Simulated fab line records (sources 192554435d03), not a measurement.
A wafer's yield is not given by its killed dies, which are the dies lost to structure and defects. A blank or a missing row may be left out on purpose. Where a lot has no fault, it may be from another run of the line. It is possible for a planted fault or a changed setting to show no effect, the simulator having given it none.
A struck lot beside a sound one + flow n5-finfet + 18 out of 1938 route steps
Sound: these wafers, L347.1, L347.2, L347.6. Wafers struck: L356.2, L356.6. The cause is named last.
At each step with rows: each side's tool, then ch and its chambers, then its first start. Under that, the readings that differ: sound wafers + struck wafers + difference of the means + sigmas: that difference in standard deviations of wafers without a fault.
alike: a reading whose means differ by less than 2 such deviations, as well as words and numbers matching on both sides. not compared: withheld readings; readings where some wafer has no value; bounds like >300 that might hide an equal value; numbers whose values overlap and for which the record gives no deviation.
Wherever a step has rows on one side only, a row that says differs or no value, or a row with sigmas, the two part there. Non-overlapping numbers with no deviation appear without sigmas and do not part them. Lack of a reading on every wafer of one side parts them only where that side has two or more wafers.

N5_BEOL_M11_THK_MEAS_53: measures by xrf.
  struck on film-metro-01, day 14 08:53; sound on film-metro-01, day 12 15:10
  alike: M11_THK
then, 1 step without rows for these wafers: N5_BEOL_M11_PRE_CLEAN_55 (time 15 s).
N5_BEOL_M11_DEP_56: deposits SiCN from 3MS/NH3, target thk 30 nm, time 10.5 s.
  sound on pecvd-02 ch 1,2, day 12 15:14; struck on pecvd-04 ch 0,1, day 14 08:57
  alike: showerhead-plenum-p-Torr, throttle-valve-pct
N5_BEOL_M11_RS_MEAS_57: measures by four-point-probe.
  struck on film-metro-02, day 14 09:01; sound on film-metro-01, day 12 15:18
  alike: M11_RS
N5_BEOL_M11_INSPECT_58: inspects for defects (darkfield).
  struck on defect-inspect-02, day 14 09:03; sound on defect-inspect-01, day 12 15:19
  alike: raw-defect-count
N5_BEOL_M12_ILD_DEP_00: deposits SiOC from DEMS/O2, target thk 658.92 nm, time 130.7 s.
  sound on pecvd-04 ch 0,1, day 12 15:22; struck on pecvd-02 ch 0,1, day 14 09:05
  alike: heater-power-w, showerhead-plenum-p-Torr, susceptor-temp-C, throttle-valve-pct
N5_BEOL_M12_THK_MEAS_01:
  struck on film-metro-02, day 14 09:13; sound on film-metro-02, day 12 15:29
  alike: M12_ILD_THK
then, 5 steps without rows for these wafers: N5_BEOL_M12_COAT_58 (time 60 s, resist thk 89 nm); N5_BEOL_M12_COAT_04 (resist thk 400 nm); N5_BEOL_M12_EBR_06; N5_BEOL_M12_SOFTBAKE_05 (time 60 s); N5_BEOL_M12_EXPOSE_07 (exposes mask V11).
N5_BEOL_M12_PEB_08: peb time 90 s.
  sound on litho-track-05 ch 0, day 12 15:41; struck on litho-track-02 ch 0, day 14 09:24
| reading                  | sound             | struck      | difference | sigmas |
|--------------------------|-------------------|-------------|------------|--------|
| heater-power-total-W (W) | 173.0 172.1 171.3 | 223.4 221.6 | +50.4      | +74    |
then, 2 steps without rows for these wafers: N5_BEOL_M12_DEVELOP_09 (develop time 45 s); N5_BEOL_M12_HARDBAKE_14 (time 120 s).
N5_BEOL_M12_CD_MEAS_10: the cd target is 140 nm.
  sound on cd-sem-03 ch 0, day 12 15:47; struck on cd-sem-03 ch 0, day 14 09:31
| reading    | sound             | struck      | difference | sigmas |
|------------|-------------------|-------------|------------|--------|
| cd-nm (nm) | 135.1 140.6 137.9 | 128.1 128.4 | -9.6       | -4     |
N5_BEOL_M12_OVL_MEAS_11:
  sound on overlay-01 ch 0, day 12 15:50; struck on overlay-01 ch 0, day 14 09:33
  alike: V11_OVL
N5_PASSIVATION_PROBE_49:
  rows exist in the record for the struck wafers here (prober-02, day 16 00:47), but not for the sound ones

## WHERE THEY PART
First at N5_BEOL_M12_PEB_08; last, within this record, at N5_PASSIVATION_PROBE_49.

WHY: whatever the simulator had introduced
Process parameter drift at N5_BEOL_M12_PEB_08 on litho-track-02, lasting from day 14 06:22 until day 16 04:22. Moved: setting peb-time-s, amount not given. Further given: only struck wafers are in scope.
